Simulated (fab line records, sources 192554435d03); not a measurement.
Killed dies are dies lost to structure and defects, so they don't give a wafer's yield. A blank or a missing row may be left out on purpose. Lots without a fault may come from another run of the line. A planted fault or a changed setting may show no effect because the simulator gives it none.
Split-lot experiment | flow n5_finfet | 7 lots, 39 wafers read, on a route of 1938 steps

THE SPLIT
At N5_FIN_SAQP_HM_DEP_03 (deposits SiNx from SiH4/NH3/N2, target thk 38 nm, time 33.6 s), the setting target_thk_a was moved away from the recipe's 380 angstrom on 15 of the 39 wafers read, by -51.2% to +59.4%. The other wafers ran this setting at the recipe's value.

FROM THE SPLIT TO THE READING: what the file shows between them, 4 steps
- N5_FIN_SAQP_THK_MEAS_05
- N5_FIN_SAQP_PECVD_47: deposits a-Si from SiH4/He, target thk 45 nm, time 36.3 s
- N5_FIN_SAQP_PECVD_48: deposits SiNx from SiH4/NH3/N2, target thk 25 nm, time 22.1 s
- N5_FIN_SAQP_MANDREL2_REMOVE_60: chemistry HBr/Cl2/O2, target a-Si, stops on SiNx, bt time 10 s

THE READING
etch.depth_nm (the simulator's own value, which no gauge read), in nm, at N5_FIN_SAQP_HM_OPEN_33 (chemistry CH3F/O2, target SiNx, target depth 49.4 nm, time 70.6 s). The file gives no usual value for it. The 24 wafers here that ran the recipe average 37.20 nm, standard deviation 0.43 nm.

wafer  | tool, chamber at the split | target_thk_a as run, angstrom | against the recipe | etch.depth_nm, nm | against lot-mates on the recipe
L074.1 | pecvd-04, 1                | 292.5                         | -23.0%             | 28.31             | -8.87
L074.2 | pecvd-04, 0                | 292.5                         | -23.0%             | 27.93             | -9.25
L074.3 | pecvd-04, 2                | 292.5                         | -23.0%             | 28.28             | -8.90
L074.4 | pecvd-04, 1                | 380                           | recipe             | 37.05             | -
L074.5 | pecvd-04, 2                | 380                           | recipe             | 37.42             | -
L074.6 | pecvd-04, 0                | 380                           | recipe             | 37.06             | -
L083.1 | pecvd-03, 1                | 380                           | recipe             | 36.61             | -
L083.2 | pecvd-03, 0                | 605.8                         | +59.4%             | 58.57             | +21.59
L083.3 | pecvd-03, 2                | 380                           | recipe             | 36.61             | -
L083.4 | pecvd-03, 0                | 605.8                         | +59.4%             | 60.19             | +23.21
L083.5 | pecvd-03, 2                | 380                           | recipe             | 37.72             | -
L083.6 | pecvd-03, 1                | 605.8                         | +59.4%             | 59.64             | +22.66
L084.1 | pecvd-04, 0                | 264.7                         | -30.3%             | 24.9              | -12.38
L084.2 | pecvd-04, 2                | 380                           | recipe             | 36.74             | -
L084.3 | pecvd-04, 2                | 380                           | recipe             | 37.76             | -
L084.4 | pecvd-04, 0                | 264.7                         | -30.3%             | 25.77             | -11.51
L084.5 | pecvd-04, 0                | 264.7                         | -30.3%             | 26.5              | -10.78
L084.6 | pecvd-04, 2                | 380                           | recipe             | 37.34             | -
L094.1 | pecvd-03, 1                | 380                           | recipe             | 36.9              | -
L094.2 | pecvd-03, 2                | 380                           | recipe             | 37.15             | -
L094.3 | pecvd-03, 0                | 380                           | recipe             | 36.8              | -
L094.4 | pecvd-03, 2                | 380                           | recipe             | 37.51             | -
L094.5 | pecvd-03, 1                | 380                           | recipe             | 37.66             | -
L094.6 | pecvd-03, 0                | 380                           | recipe             | 37.19             | -
L095.1 | pecvd-03, 0                | 380                           | recipe             | 37.39             | -
L095.2 | pecvd-03, 1                | 380                           | recipe             | 36.81             | -
L095.3 | pecvd-03, 2                | 380                           | recipe             | 37.57             | -
L095.4 | pecvd-03, 0                | 185.4                         | -51.2%             | 18.05             | -19.21
L095.5 | pecvd-03, 1                | 185.4                         | -51.2%             | 18.62             | -18.64
L095.6 | pecvd-03, 2                | 185.4                         | -51.2%             | 18.48             | -18.78
L096.2 | pecvd-04, 2                | 380                           | recipe             | 37.47             | -
L096.3 | pecvd-04, 0                | 380                           | recipe             | 36.45             | -
L096.4 | pecvd-04, 0                | 380                           | recipe             | 36.68             | -
L097.1 | pecvd-03, 0                | 287.3                         | -24.4%             | 28.1              | -9.51
L097.2 | pecvd-03, 2                | 287.3                         | -24.4%             | 28.36             | -9.25
L097.3 | pecvd-03, 1                | 380                           | recipe             | 37.04             | -
L097.4 | pecvd-03, 0                | 380                           | recipe             | 37.98             | -
L097.5 | pecvd-03, 2                | 287.3                         | -24.4%             | 28.56             | -9.05
L097.6 | pecvd-03, 1                | 380                           | recipe             | 37.8              | -

THE FIT
A straight line over all 39 wafers: etch.depth_nm changes by +0.373 nm for each +1% of target_thk_a; r = +1.00; the points scatter about the line by 0.48 nm.
The same after taking each lot's own level away (the mean of its wafers on the recipe; 39 wafers): +0.376 nm for each +1%; r = +1.00; scatter 0.45 nm.
On that fit, the largest move of target_thk_a shifts the reading by 22 nm.
The lots' own levels span 36.867 to 37.607 nm, that is 1.7 times the standard deviation above.
So the lot-to-lot level changes the slope little: the two slopes agree.
Check: with one of the wafers moved furthest among these (+59.4%) left out of the fit, the line predicts +22.6 nm for it against its lot-mates. It came out at +21.6 nm against them.

OTHER SPLITS ON THESE WAFERS
These wafers also went through other splits before the reading. Each is held against what the fit with the lots' levels taken away leaves over:
other split on the same wafers | wafers away from the commonest value | r with etch.depth_nm (lot level and that fit taken away)
N5_ZERO_LAYER_PECVD_02 time_s  | 15                                   | -0.15

THE WHOLE CHAIN: every reading that the file lists as answering this split, in the file's order
step                    | what it does                                                      | reading                                                                            | change (the file's fit)               | r (the file's)
N5_FIN_SAQP_HM_DEP_03   | deposits SiNx from SiH4/NH3/N2, target thk 38 nm, time 33.6 s     | SiNx_of_FIN_SAQP_HM_DEP_03.thk_nm (the simulator's own value, which no gauge read) | +0.376 nm for each +1% of the setting | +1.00
N5_FIN_SAQP_THK_MEAS_05 |                                                                   | thk_nm                                                                             | withheld for each +1% of the setting  | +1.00
N5_FIN_SAQP_HM_OPEN_33  | chemistry CH3F/O2, target SiNx, target depth 49.4 nm, time 70.6 s | etch_rf_on_time_s                                                                  | withheld for each +1% of the setting  | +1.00
N5_FIN_SAQP_HM_OPEN_33  | chemistry CH3F/O2, target SiNx, target depth 49.4 nm, time 70.6 s | etch.depth_nm (the simulator's own value, which no gauge read)                     | +0.376 nm for each +1% of the setting | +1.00

THE FILE'S OWN FIT
etch.depth_nm changes by +0.376 nm for each +1% of target_thk_a, r = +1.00.
